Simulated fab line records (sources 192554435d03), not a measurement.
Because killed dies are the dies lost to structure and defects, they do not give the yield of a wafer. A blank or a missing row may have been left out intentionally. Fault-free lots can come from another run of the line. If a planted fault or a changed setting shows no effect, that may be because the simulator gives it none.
Split-lot experiment ; flow n5 finfet ; on a route of 1938 steps: 7 lots, 39 wafers read

THE SPLIT
At N5_MOL_CONTACT_COAG_ETCH_91 (etches SOC in N2/H2, target depth 60 nm, overetch 21 nm, time 101.2 s), the setting source w was moved away from the recipe's 840 W on 15 of the 39 wafers read, by -6.5% to +9.6%. All remaining wafers had this setting at the recipe value.

The split's own step is where the reading is taken.

THE READING
rf vpp V, in V, at N5_MOL_CONTACT_COAG_ETCH_91 (etches SOC in N2/H2, target depth 60 nm, overetch 21 nm, time 101.2 s). Fault-free wafers of this fab line usually give 522.8 V, standard deviation 2.1 V.

wafer;tool, chamber at the split;source w as run, W;against the recipe;rf vpp V, V;against lot-mates on the recipe
L075.1;rie diel-03, 0;920.4;+9.6%;511.5;-11.8
L075.2;rie diel-03, 2;920.4;+9.6%;508.9;-14.4
L075.3;rie diel-03, 1;840;recipe;521.9;-
L075.4;rie diel-03, 3;920.4;+9.6%;509.5;-13.8
L075.5;rie diel-03, 0;840;recipe;526.6;-
L075.6;rie diel-03, 1;840;recipe;521.5;-
L079.1;rie diel-02, 0;840;recipe;520.1;-
L079.2;rie diel-02, 2;913.6;+8.8%;510.4;-10.3
L079.3;rie diel-02, 1;840;recipe;521.8;-
L079.4;rie diel-02, 0;840;recipe;520.2;-
L079.5;rie diel-02, 1;913.6;+8.8%;509.5;-11.2
L079.6;rie diel-02, 2;913.6;+8.8%;509.9;-10.8
L081.1;rie diel-06, 3;840;recipe;520.0;-
L081.2;rie diel-06, 2;840;recipe;525.5;-
L081.4;rie diel-06, 0;840;recipe;523.7;-
L086.1;rie diel-02, 0;910.2;+8.4%;507.1;-15.9
L086.2;rie diel-02, 3;910.2;+8.4%;507.9;-15.1
L086.3;rie diel-02, 1;910.2;+8.4%;506.7;-16.3
L086.4;rie diel-02, 2;840;recipe;523.4;-
L086.5;rie diel-02, 1;840;recipe;522.2;-
L086.6;rie diel-02, 2;840;recipe;523.4;-
L091.1;rie diel-03, 2;891.1;+6.1%;514.5;-9.0
L091.2;rie diel-03, 0;840;recipe;524.6;-
L091.3;rie diel-03, 1;891.1;+6.1%;510.7;-12.8
L091.4;rie diel-03, 3;840;recipe;524.3;-
L091.5;rie diel-03, 0;891.1;+6.1%;514.9;-8.6
L091.6;rie diel-03, 1;840;recipe;521.6;-
L095.1;rie diel-03, 1;840;recipe;521.5;-
L095.2;rie diel-03, 3;840;recipe;522.0;-
L095.3;rie diel-03, 2;840;recipe;524.5;-
L095.4;rie diel-03, 3;840;recipe;523.3;-
L095.5;rie diel-03, 2;840;recipe;525.8;-
L095.6;rie diel-03, 1;840;recipe;520.2;-
L097.1;rie diel-03, 3;785.3;-6.5%;534.0;+11.0
L097.2;rie diel-03, 1;840;recipe;520.7;-
L097.3;rie diel-03, 1;785.3;-6.5%;533.0;+10.0
L097.4;rie diel-03, 3;840;recipe;523.6;-
L097.5;rie diel-03, 3;840;recipe;524.8;-
L097.6;rie diel-03, 1;785.3;-6.5%;532.4;+9.4

FIT RESULTS
A straight line over all 39 wafers: rf vpp V changes by -1.55 V for each +1% of source w; r = -0.97; the points scatter about the line by 1.9 V.
The same after taking each lot's own level away (the mean of its wafers on the recipe; 39 wafers): -1.51 V for each +1%; r = -0.96; scatter 2 V.
According to that fit, moving source w by its largest amount changes the reading by 14 V.
Measured against the standard deviation above, the lots' own levels, which go from 520.70 to 523.50 V, span 1.3 times it.
The two slopes are in agreement: the lot-to-lot level therefore moves the slope only a little.
Check: for one of the wafers moved furthest among these (+9.6%), held out of the fit, the line's prediction against its lot-mates is -14.8 V. It came out at -11.8 V against them.
Tool readings at the split's step, against how far the setting was moved: rf vpp V r = -0.97.

OTHER SPLITS ON THESE WAFERS
Note: prior to the reading, these wafers also went through further splits. Each is held against what the fit with the lots' levels taken away leaves over:
other split on the same wafers;wafers away from the commonest value;r with rf vpp V (lot level and that fit taken away)
N5_DUMMY_GATE_ETCH_32 time s;15;-0.25

FILE'S OWN FIT
rf vpp V changes by -1.52 V for each +1% of source w, r = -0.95.
